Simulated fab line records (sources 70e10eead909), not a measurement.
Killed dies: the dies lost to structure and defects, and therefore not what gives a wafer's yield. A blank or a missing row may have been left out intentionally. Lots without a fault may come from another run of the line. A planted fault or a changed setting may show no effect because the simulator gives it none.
fab line records ; flow nandHarc
record lots=14; wafers=42; lastDay=33
route steps=1302 shown A_BONDPAD@1204 HYBRID_BOND@1242
lots that met no fault: from a run of the same line without faults
startH: start of the lot's first displayed wafer, in hours after the record's first day ; waitH: time in hours since the lot's previous step ; " as in the row above ; L1.1+2: several wafers, shown together as one row ; - no value, or no start was given ; * or withheld: withheld ; < > ~ a bound
route shown NAME@n: NAME is a module with steps in the file, n the number in the route of the first one ; usual: average and standard deviation across the fault-free wafers ; same: alike in all rows ; chamber/n: place in a boat ; sites: each site's reading ; _std_site: how widely they spread, as a standard deviation ; _edge_site: the outer-site mean with the inner-site mean subtracted ; radiusMm: for every site, how far away it sits from the centre of the wafer ; mask NAME#n: copy n ; behind: the most recent tool/chamber to have shaped the wafer ; hold: reason for holding the lot/hours on hold/outcome of the hold ; device: which transistor (n, p or np) failed to switch ; end of line: the tests these same wafers got at the end of their route ; a step with no rows: only its recipe ; killed: not the wafer's yield, but the dies lost to structure and defects at the first sort ; map: per-die view of a wafer (x killed, . not killed, _ where there is no die)
set.NAME: the setting the step ran with; set.NAME@STEP: the setting that earlier step ran with ; model.NAME: the simulator's own value behind a step, which no gauge read
route steps across a sampled set of lots; one table per step, one row per wafer
services: a tool's chamber out of use, with start hour (startH, from the record's first day; less than 0 if before it), hours out, and reason
## steps
# step NHARC_A_BONDPAD_THK_MEAS_30
# recipe thkMeasGauge=ellipsometry
# usual thkNm=199.9/1.3
lot.wafer;tool;chamber;startH;waitH;thkNm
L842.1;filmMetro-01;-;526.81;0.1;201.0
L842.3;filmMetro-01;-;526.81;0.1;200.5
L842.5;filmMetro-01;-;526.81;0.1;202.3
L843.3;filmMetro-02;-;546.60;0.2;201.0
L843.4;filmMetro-02;-;546.60;0.2;201.2
L843.5;filmMetro-02;-;546.60;0.2;201.2
L845.2;filmMetro-02;-;549.13;0.2;198.9
L845.4;filmMetro-02;-;549.13;0.2;199.4
L845.5;filmMetro-02;-;549.13;0.2;198.9
L846.2;filmMetro-01;-;562.23;0.2;202.2
L846.4;filmMetro-01;-;562.23;0.2;199.1
L846.6;filmMetro-01;-;562.23;0.2;197.6
L848.4;filmMetro-01;-;597.38;0.2;200.0
L848.5;filmMetro-01;-;597.38;0.2;200.8
L848.6;filmMetro-01;-;597.38;0.2;200.7
L852.1;filmMetro-02;-;632.42;0.2;201.4
L852.3;filmMetro-02;-;632.42;0.2;202.4
L852.5;filmMetro-02;-;632.42;0.2;198.7
L854.1;filmMetro-01;-;650.75;0.2;200.4
L854.3;filmMetro-01;-;650.75;0.2;200.8
L854.6;filmMetro-01;-;650.75;0.2;200.3
L856.1;filmMetro-01;-;670.28;0.2;201.1
L856.2;filmMetro-01;-;670.28;0.2;199.6
L856.6;filmMetro-01;-;670.28;0.2;197.4
L857.1;filmMetro-02;-;677.29;0.1;200.9
L857.3;filmMetro-02;-;677.29;0.1;199.5
L857.4;filmMetro-02;-;677.29;0.1;198.9
L858.3;filmMetro-01;-;679.78;0.2;201.1
L858.5;filmMetro-01;-;679.78;0.2;198.9
L858.6;filmMetro-01;-;679.78;0.2;201.9
L860.2;filmMetro-02;-;710.37;0.2;200.3
L860.3;filmMetro-02;-;710.37;0.2;202.5
L860.6;filmMetro-02;-;710.37;0.2;199.5
L862.3;filmMetro-01;-;731.12;0.2;201.5
L862.4;filmMetro-01;-;731.12;0.2;200.9
L862.6;filmMetro-01;-;731.12;0.2;200.2
L864.3;filmMetro-02;-;748.84;0.2;201.7
L864.4;filmMetro-02;-;748.84;0.2;199.9
L864.6;filmMetro-02;-;748.84;0.2;200.1
L865.2;filmMetro-02;-;751.97;0.2;199.3
L865.3;filmMetro-02;-;751.97;0.2;200.9
L865.5;filmMetro-02;-;751.97;0.2;200.2
# step NHARC_A_BONDPAD_ECD_18
# recipe targetThkA=4000; bathTempC=25; material=Cu
# usual bathHeatDutyPct=6.4/0.9; bathTempC=25.00/0.1
lot.wafer;tool;chamber;startH;waitH;bathHeatDutyPct;bathTempC
L842.1;ecdCu-01;1;529.01;-;5.6;24.83
L842.3;ecdCu-01;0;529.01;-;5.6;24.94
L842.5;ecdCu-01;1;529.01;-;6.7;25.13
L843.4;ecdCu-02;1;548.78;-;7.6;25.00
L843.3;ecdCu-02;0;548.78;-;4.6;24.92
L843.5;ecdCu-02;1;548.78;-;7.3;25.16
L845.2;ecdCu-02;1;551.20;-;6.8;25.05
L845.4;ecdCu-02;1;551.20;-;8.2;24.93
L845.5;ecdCu-02;0;551.20;-;5.5;25.15
L846.2;ecdCu-01;0;564.24;-;6.2;24.98
L846.4;ecdCu-01;0;564.24;-;6.4;24.99
L846.6;ecdCu-01;1;564.24;-;5.9;25.06
L848.4;ecdCu-01;0;599.56;-;6.1;25.21
L848.5;ecdCu-01;0;599.56;-;6.9;25.18
L848.6;ecdCu-01;1;599.56;-;5.7;24.86
L852.1;ecdCu-01;1;634.49;-;-;-
L852.3;ecdCu-01;1;634.49;-;-;-
L852.5;ecdCu-01;0;634.49;-;-;-
L854.1;ecdCu-02;1;653.00;-;-;-
L854.3;ecdCu-02;1;653.00;-;-;-
L854.6;ecdCu-02;1;653.00;-;-;-
L856.1;ecdCu-02;0;672.27;-;6.0;24.99
L856.2;ecdCu-02;1;672.27;-;6.9;25.01
L856.6;ecdCu-02;1;672.27;-;8.2;25.06
L857.1;ecdCu-01;1;679.36;-;6.2;25.11
L857.3;ecdCu-01;1;679.36;-;6.9;25.09
L857.4;ecdCu-01;0;679.36;-;6.7;24.98
L858.3;ecdCu-02;0;682.01;-;5.2;25.03
L858.6;ecdCu-02;1;682.01;-;7.7;24.97
L858.5;ecdCu-02;0;682.01;-;6.4;25.04
L860.2;ecdCu-01;0;712.55;-;7.5;25.02
L860.3;ecdCu-01;0;712.55;-;6.5;24.94
L860.6;ecdCu-01;0;712.55;-;6.3;24.91
L862.4;ecdCu-02;1;733.23;-;7.6;25.01
L862.3;ecdCu-02;0;733.23;-;6.2;25.07
L862.6;ecdCu-02;0;733.23;-;5.5;24.78
L864.4;ecdCu-01;1;750.88;-;6.1;25.13
L864.3;ecdCu-01;0;750.88;-;6.7;24.84
L864.6;ecdCu-01;0;750.88;-;7.2;24.90
L865.2;ecdCu-01;0;753.98;-;6.3;24.75
L865.3;ecdCu-01;1;753.98;-;5.4;24.84
L865.5;ecdCu-01;0;753.98;-;7.1;24.93
# step NHARC_A_BONDPAD_ANNEAL_28
# recipe tempC=225; timeS=90
# usual wafer_temp_C_max=226.3/0.42
lot.wafer;tool;chamber;startH;waitH;wafer_temp_C_max
L842.1;rtpAnneal-02;0;529.34;0.3;226.0
L842.3;rtpAnneal-02;0;529.34;0.3;225.7
L842.5;rtpAnneal-02;0;529.34;0.3;225.8
L843.3;rtpAnneal-01;0;549.17;0.3;226.3
L843.4;rtpAnneal-01;0;549.17;0.3;226.7
L843.5;rtpAnneal-01;0;549.17;0.3;226.4
L845.2;rtpAnneal-02;0;551.58;0.3;226.2
L845.4;rtpAnneal-02;0;551.58;0.3;225.9
L845.5;rtpAnneal-02;0;551.58;0.3;225.6
L846.2;rtpAnneal-02;0;564.62;-;226.0
L846.4;rtpAnneal-02;0;564.62;-;225.9
L846.6;rtpAnneal-02;0;564.62;-;225.9
L848.4;rtpAnneal-01;0;599.99;0.4;226.8
L848.5;rtpAnneal-01;0;599.99;0.4;226.8
L848.6;rtpAnneal-01;0;599.99;0.4;226.6
L852.1;rtpAnneal-01;0;634.86;0.3;226.7
L852.3;rtpAnneal-01;0;634.86;0.3;226.9
L852.5;rtpAnneal-01;0;634.86;0.3;226.8
L854.1;rtpAnneal-01;0;653.38;0.3;226.3
L854.3;rtpAnneal-01;0;653.38;0.3;226.5
L854.6;rtpAnneal-01;0;653.38;0.3;226.6
L856.1;rtpAnneal-01;0;672.65;0.3;226.6
L856.2;rtpAnneal-01;0;672.65;0.3;226.7
L856.6;rtpAnneal-01;0;672.65;0.3;226.5
L857.1;rtpAnneal-02;0;679.74;0.3;225.7
L857.3;rtpAnneal-02;0;679.74;0.3;226.0
L857.4;rtpAnneal-02;0;679.74;0.3;226.0
L858.3;rtpAnneal-01;0;682.49;-;226.4
L858.5;rtpAnneal-01;0;682.49;-;227.1
L858.6;rtpAnneal-01;0;682.49;-;226.7
L860.2;rtpAnneal-01;0;712.93;-;226.6
L860.3;rtpAnneal-01;0;712.93;-;226.3
L860.6;rtpAnneal-01;0;712.93;-;226.9
L862.3;rtpAnneal-01;0;733.61;-;226.7
L862.4;rtpAnneal-01;0;733.61;-;226.6
L862.6;rtpAnneal-01;0;733.61;-;226.6
L864.3;rtpAnneal-01;0;751.27;-;226.4
L864.4;rtpAnneal-01;0;751.27;-;226.9
L864.6;rtpAnneal-01;0;751.27;-;227.5
L865.2;rtpAnneal-01;0;754.36;0.3;227.1
L865.3;rtpAnneal-01;0;754.36;0.3;226.5
L865.5;rtpAnneal-01;0;754.36;0.3;226.4
# step NHARC_A_BONDPAD_THK_MEAS_20
# recipe thkMeasGauge=xrf
# usual thkNm=169.9/1.5
lot.wafer;tool;chamber;startH;waitH;thkNm
L842.1;filmMetro-02;-;530.01;-;171.7
L842.3;filmMetro-02;-;530.01;-;167.4
L842.5;filmMetro-02;-;530.01;-;169.0
L843.3;filmMetro-01;-;549.73;-;170.7
L843.4;filmMetro-01;-;549.73;-;168.6
L843.5;filmMetro-01;-;549.73;-;168.7
L845.2;filmMetro-01;-;552.19;-;170.9
L845.4;filmMetro-01;-;552.19;-;168.6
L845.5;filmMetro-01;-;552.19;-;170.4
L846.2;filmMetro-01;-;565.23;-;169.8
L846.4;filmMetro-01;-;565.23;-;171.5
L846.6;filmMetro-01;-;565.23;-;170.0
L848.4;filmMetro-02;-;600.50;-;170.4
L848.5;filmMetro-02;-;600.50;-;170.3
L848.6;filmMetro-02;-;600.50;-;168.9
L852.1;filmMetro-01;-;635.54;-;30.3
L852.3;filmMetro-01;-;635.54;-;30.1
L852.5;filmMetro-01;-;635.54;-;30.1
L854.1;filmMetro-02;-;654.07;-;29.5
L854.3;filmMetro-02;-;654.07;-;30.3
L854.6;filmMetro-02;-;654.07;-;30.9
L856.1;filmMetro-02;-;673.31;-;170.0
L856.2;filmMetro-02;-;673.31;-;170.5
L856.6;filmMetro-02;-;673.31;-;169.8
L857.1;filmMetro-01;-;680.42;-;170.2
L857.3;filmMetro-01;-;680.42;-;169.5
L857.4;filmMetro-01;-;680.42;-;171.1
L858.3;filmMetro-02;-;683.06;-;170.3
L858.5;filmMetro-02;-;683.06;-;169.9
L858.6;filmMetro-02;-;683.06;-;170.2
L860.2;filmMetro-01;-;713.54;-;169.5
L860.3;filmMetro-01;-;713.54;-;170.3
L860.6;filmMetro-01;-;713.54;-;171.0
L862.3;filmMetro-02;-;734.18;-;168.7
L862.4;filmMetro-02;-;734.18;-;170.0
L862.6;filmMetro-02;-;734.18;-;170.7
L864.3;filmMetro-02;-;751.84;-;165.2
L864.4;filmMetro-02;-;751.84;-;169.4
L864.6;filmMetro-02;-;751.84;-;169.9
L865.2;filmMetro-02;-;754.99;-;170.1
L865.3;filmMetro-02;-;754.99;-;171.5
L865.5;filmMetro-02;-;754.99;-;171.9
# step NHARC_HYBRID_BOND_OVL_MEAS_05
# usual overlayXNm=4/37; overlayYNm=-2/35
lot.wafer;tool;chamber;startH;waitH;overlayXNm;overlayYNm
L842.1;overlay-02;-;562.43;0.4;-9;-59
L842.3;overlay-02;-;562.43;0.4;40;30
L842.5;overlay-02;-;562.43;0.4;-17;38
L843.3;overlay-01;-;562.44;0.4;5;0
L843.4;overlay-01;-;562.44;0.4;21;7
L843.5;overlay-01;-;562.44;0.4;-16;30
L845.2;overlay-01;-;565.97;0.4;24;19
L845.4;overlay-01;-;565.97;0.4;10;-21
L845.5;overlay-01;-;565.97;0.4;72;-20
L846.2;overlay-01;-;575.87;0.4;26;-42
L846.4;overlay-01;-;575.87;0.4;7;14
L846.6;overlay-01;-;575.87;0.4;4;26
L848.4;overlay-02;-;609.45;0.4;-5;43
L848.5;overlay-02;-;609.45;0.4;-35;-2
L848.6;overlay-02;-;609.45;0.4;-11;-28
L856.1;overlay-01;-;685.58;0.4;-48;-39
L856.2;overlay-01;-;685.58;0.4;37;9
L856.6;overlay-01;-;685.58;0.4;-8;-14
L857.1;overlay-01;-;690.11;0.4;12;-53
L857.3;overlay-01;-;690.11;0.4;21;-3
L857.4;overlay-01;-;690.11;0.4;55;-15
L858.3;overlay-02;-;690.11;0.4;-36;-73
L858.5;overlay-02;-;690.11;0.4;42;6
L858.6;overlay-02;-;690.11;0.4;0;3
L860.2;overlay-01;-;724.27;0.4;0;-14
L860.3;overlay-01;-;724.27;0.4;15;46
L860.6;overlay-01;-;724.27;0.4;38;-4
L862.3;overlay-01;-;746.86;0.4;27;-1
L862.4;overlay-01;-;746.86;0.4;-11;41
L862.6;overlay-01;-;746.86;0.4;1;12
L864.3;overlay-02;-;758.22;0.4;-59;-11
L864.4;overlay-02;-;758.22;0.4;26;-14
L864.6;overlay-02;-;758.22;0.4;30;76
L865.2;overlay-01;-;765.18;0.4;-11;-40
L865.3;overlay-01;-;765.18;0.4;7;-10
L865.5;overlay-01;-;765.18;0.4;37;45
## services
tool;chamber;startH;hours;kind
ecdCu-01;-;512.00;8.0;pm
ecdCu-02;-;531.78;2.8;repair
ecdCu-02;-;596.27;8.0;pm
ecdCu-01;-;647.52;0.3;repair
ecdCu-01;-;688.00;8.0;pm
rtpAnneal-02;-;744.00;12.0;pm
## key
firstSign step=NHARC_A_BONDPAD_ECD_18; reading=toolRecord; direction=missing
effect step=NHARC_A_BONDPAD_THK_MEAS_20; reading=thkNm; direction=down; sigmas=92; usual=169.9; struck=30.2
metAt NHARC_A_BONDPAD_ECD_18
struckLots L852,L854
laterRowsLeftOut L852.1,L852.3,L852.5,L854.1,L854.3,L854.6
sortLeftOut L852.1,L852.3,L852.5,L854.1,L854.3,L854.6
notActingAt NHARC_A_BONDPAD_THK_MEAS_30,NHARC_A_BONDPAD_ANNEAL_28,NHARC_HYBRID_BOND_OVL_MEAS_05
onsetBetween 599.56 634.49
fault kind=skippedStepWhole; tool=ecdCu-01,ecdCu-02; chamber=-; onsetH=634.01; steps=NHARC_A_BONDPAD_ECD_18; scope=struckLotsOnly
# sortLeftOut: the simulated sort isn't trusted on such a fault, so these wafers' sort isn't shown, and their yield isn't known
# laterRowsLeftOut: the simulator's readings of these wafers behind a module that went badly wrong aren't trusted and aren't shown, but for the sort
